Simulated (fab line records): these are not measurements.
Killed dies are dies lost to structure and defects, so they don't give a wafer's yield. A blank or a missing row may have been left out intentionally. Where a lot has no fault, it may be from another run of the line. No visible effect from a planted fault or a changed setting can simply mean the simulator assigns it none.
Chamber matching -- flow nandHarc -- NHARC_A_STAIRCASE_DESCUM_219 on rieDiel-12: 3 sister chambers
The step chemistry O2, time 3 s. 3 wafers are shown with their chamber, then 5 later ones without.

## WAFERS PAIRED WITH THEIR CHAMBERS
wafer,chamber,showerheadPlenumPTorr (Torr)
L078.6,1,2.06
L085.2,3,1.87
L085.4,2,1.81

## WAFERS MISSING THEIR CHAMBER
wafer,showerheadPlenumPTorr (Torr)
L085.5,2.05
L086.3,2.05
L086.5,1.86
L086.6,1.81
L096.2,1.80

## EACH ONE'S CHAMBER
wafer,from the rows above,in truth
L085.5,1,1
L086.3,1,1
L086.5,3,3
L086.6,2,2
L096.2,2,2
Correct placement for 5 of the 5. Can't be placed from these rows: 0. Number placed wrongly: 0.
How it was worked out, from the rows above alone: a wafer's distance from a chamber is the root of the sum, over the readings, of the square of ((its reading less the chamber's mean) divided by the reading's scatter). The wafer belongs to the nearest chamber; if the next one is less than 2 further off, it can't be placed. The mean given for a chamber averages the wafers shown for that chamber. The scatter: root of mean squared gap, hidden wafer to nearest shown wafer, with one shown wafer a chamber.
